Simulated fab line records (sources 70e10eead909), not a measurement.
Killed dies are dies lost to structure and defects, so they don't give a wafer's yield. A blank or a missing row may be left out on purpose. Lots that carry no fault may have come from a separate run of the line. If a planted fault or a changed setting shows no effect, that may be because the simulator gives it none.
Matching of chambers    flow nandHarc    pecvd-01 running NHARC_P_M1_DEP_33: 3 sister chambers
The step deposits SiCN, target thk 30 nm. 27 wafers are shown with their chamber, then 12 later ones without.

## WAFERS, EACH WITH ITS CHAMBER
wafer   chamber  heaterPowerW (W)
L074.2  1        434
L074.3  2        548
L074.6  0        692
L076.2  1        421
L076.5  1        415
L076.6  2        553
L080.3  1        495
L080.5  2        561
L080.6  1        490
L081.1  1        489
L081.3  2        621
L081.5  2        638
L082.4  1        473
L082.5  2        610
L082.6  0        596
L083.2  0        615
L083.5  0        629
L083.6  2        639
L085.3  0        630
L085.4  2        560
L085.5  0        625
L084.4  2        598
L084.5  0        626
L084.6  1        461
L086.2  0        695
L086.5  0        663
L086.6  2        612

SIGNATURES, as means of the wafers listed above
reading       chamber 0  chamber 1  chamber 2  scatter within a chamber
heaterPowerW  641.22     459.75     594.00     34.2
Rule: a wafer's distance from a chamber is the root of the sum, over the readings, of the square of ((its reading less the chamber's mean) divided by the reading's scatter). The wafer belongs to the nearest chamber; if the next one is less than 2 further off, it can't be placed. How the scatter is found: for the shown wafers, subtract from each reading the mean of its chamber, square and add these, divide the total by (wafers less chambers), then take the root.

## WAFERS WITH NO CHAMBER GIVEN
wafer   heaterPowerW (W)
L089.3  417
L089.5  663
L089.6  434
L088.2  484
L088.4  495
L088.5  577
L092.1  406
L092.2  612
L092.5  607
L094.2  595
L094.4  580
L094.5  401

## THE CHAMBER EACH PASSED THROUGH
wafer   from the rows above      in truth
L089.3  1                        1
L089.5  can't be placed: 0 or 2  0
L089.6  1                        1
L088.2  1                        1
L088.4  can't be placed: 1 or 2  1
L088.5  can't be placed: 2 or 0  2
L092.1  1                        1
L092.2  can't be placed: 2 or 0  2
L092.5  can't be placed: 2 or 0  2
L094.2  can't be placed: 2 or 0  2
L094.4  can't be placed: 2 or 0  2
L094.5  1                        1
Correct placement for 5 of the 12. Unplaceable from these rows: 7, with the true chamber sitting among the candidates in 7. Wrongly placed: 0.
